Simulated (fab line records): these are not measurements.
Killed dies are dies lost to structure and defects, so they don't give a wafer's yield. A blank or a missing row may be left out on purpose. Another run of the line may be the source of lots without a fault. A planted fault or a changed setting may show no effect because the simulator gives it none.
Problem report, 8D (eight disciplines) form, completed by code + flow n5_finfet + the parts of the form that need people (team, actions taken, sign-off) are left out

== 1. THE ISSUE ==
Mean of trench_depth_nm at N5_FIN_SAQP_OCD_MEAS_76: 195.2 nm across 2 wafers in 2 lots; on wafers with no fault it is 119.2 nm (standard deviation 1.5). That puts it +51 standard deviations away from the usual mean.
Earliest sighting: wafer L301.3 on ocd-02 at day 5 21:17. The record holds 26 wafers of 9 lots with a number at this step. The rule behind "out" and "out of limits": a value lying over 4 standard deviations away from the usual mean. The rest of the wafers with a number are treated as sound.

== 2. WHAT IT IS AND WHAT IT IS NOT ==
| question                    | is               | is not                                                                          |
|-----------------------------|------------------|---------------------------------------------------------------------------------|
| which readings at this step | trench_depth_nm  | -                                                                               |
| which lots                  | L301, L302       | L289, L293, L294, L295, L300, L306, L307                                        |
| which wafers of those lots  | L301.3, L302.3   | L301.1, L301.4, L302.2                                                          |
| read on which gauges        | ocd-01, ocd-02   | -                                                                               |
| when                        | from day 5 21:17 | up to then (17 sound wafers); but 7 sound wafers of L302, L306, L307 came after |

== 3. SUSPECTS, AND WHAT RULES EACH OUT ==
Counting: any tool at a process step up to the reading remains a suspect provided it ran every lot that is out. Sound lots after the first of them don't rule it out here, since some wafers of a struck lot are sound.
- ruled out: the gauge at N5_FIN_SAQP_OCD_MEAS_76. The wafers that are out were read on 2 gauges (ocd-01, ocd-02).
- vapor_etch-01 at N5_FIN_SAQP_RECESS_63 (chemistry HF/NH3, target SiO2, target depth 18 nm, afs cycles 3, sublimation time 60 s): kept. Ran every lot that is out, first one L301 (day 5 19:27); last sound lot up to then L294 (day 4 01:08).
- rie_diel-06 at N5_FIN_SAQP_ETCH_69 (etches SOC in N2/H2, stops on SiNx, target depth 150 nm): kept. Ran every lot that is out, first one L301 (day 5 19:54); last sound lot up to then L294 (day 4 01:35).
- rie_si-03 at N5_FIN_SAQP_ETCH_64 (etches SiO2 in CF4, target depth 1.5 nm): kept. Ran every lot that is out, first one L301 (day 5 21:02); last sound lot up to then L295 (day 4 08:38).
- rie_si-03 at N5_FIN_SAQP_FIN_ETCH_36 (etches the open film in HBr/Cl2/O2, target depth 120 nm, time 50.4 s): kept. Ran every lot that is out, first one L301 (day 5 21:04); last sound lot up to then L295 (day 4 08:39). On those wafers its own readings are out: oes_product_au.
- Within rie_diel-06 at N5_FIN_SAQP_ETCH_69: the wafers that are out ran in chambers 1, 3; their sound lot-mates ran in chambers 0, 2.
- Within rie_si-03 at N5_FIN_SAQP_ETCH_64: the wafers that are out ran in chambers 0, 2; their sound lot-mates ran in chambers 1, 3.
- Within rie_si-03 at N5_FIN_SAQP_FIN_ETCH_36: the wafers that are out ran in chambers 0, 2; their sound lot-mates ran in chambers 1, 3.
Left after counting: vapor_etch-01 at N5_FIN_SAQP_RECESS_63, rie_diel-06 at N5_FIN_SAQP_ETCH_69, rie_si-03 at N5_FIN_SAQP_ETCH_64, rie_si-03 at N5_FIN_SAQP_FIN_ETCH_36.

== 4. THE CAUSE (what the simulator had put in) ==
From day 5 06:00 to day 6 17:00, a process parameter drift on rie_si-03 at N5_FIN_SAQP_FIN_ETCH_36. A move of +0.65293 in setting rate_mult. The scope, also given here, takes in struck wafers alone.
Counting left 4 suspects, and this tool is among them.

== 5. SEQUENCE OF EFFECTS, ordered by route ==
Rows list readings where the struck wafers' mean (over those with a number) sits beyond 3 standard deviations from the usual. Only readings whose record carries a usual standard deviation are examined. hours: median over the lots of the time between each lot's start at the first step of this table that gives one and its start at this step. sigmas: the change, counted in usual standard deviations.
| hours | step                    | reading         | usual      | on struck wafers | change | sigmas |
|-------|-------------------------|-----------------|------------|------------------|--------|--------|
| 0     | N5_FIN_SAQP_FIN_ETCH_36 | oes_product_au  | 0.996 a.u. | 1.473            | +0.477 | +23    |
| 0     | N5_FIN_SAQP_OCD_MEAS_76 | trench_depth_nm | 119.2 nm   | 195.2            | +76.0  | +51    |
Its process steps:
- N5_FIN_SAQP_FIN_ETCH_36: etches the open film in HBr/Cl2/O2, target depth 120 nm, time 50.4 s.
Later measuring or inspecting steps at which every struck wafer that the step has a row for has a number for every such reading, and none has moved that far: N5_BEOL_M4_RC_MEAS_101.

== 6. HOW IT WOULD HAVE BEEN CAUGHT EARLIER ==
Counted from the fault's start at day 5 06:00, it took 15 hours until the first out-of-limits reading at a measuring or inspecting step in this record, taken at day 5 21:17.
The tool's own readings at N5_FIN_SAQP_FIN_ETCH_36 were out on every struck wafer that the step has a row for (oes_product_au): an alarm limit on them would have fired on the first of those.
Lots out: 2; of these, L302 started N5_FIN_SAQP_FIN_ETCH_36 on rie_si-03 after day 5 21:17. Had the tool been put on hold then, it would have been spared.
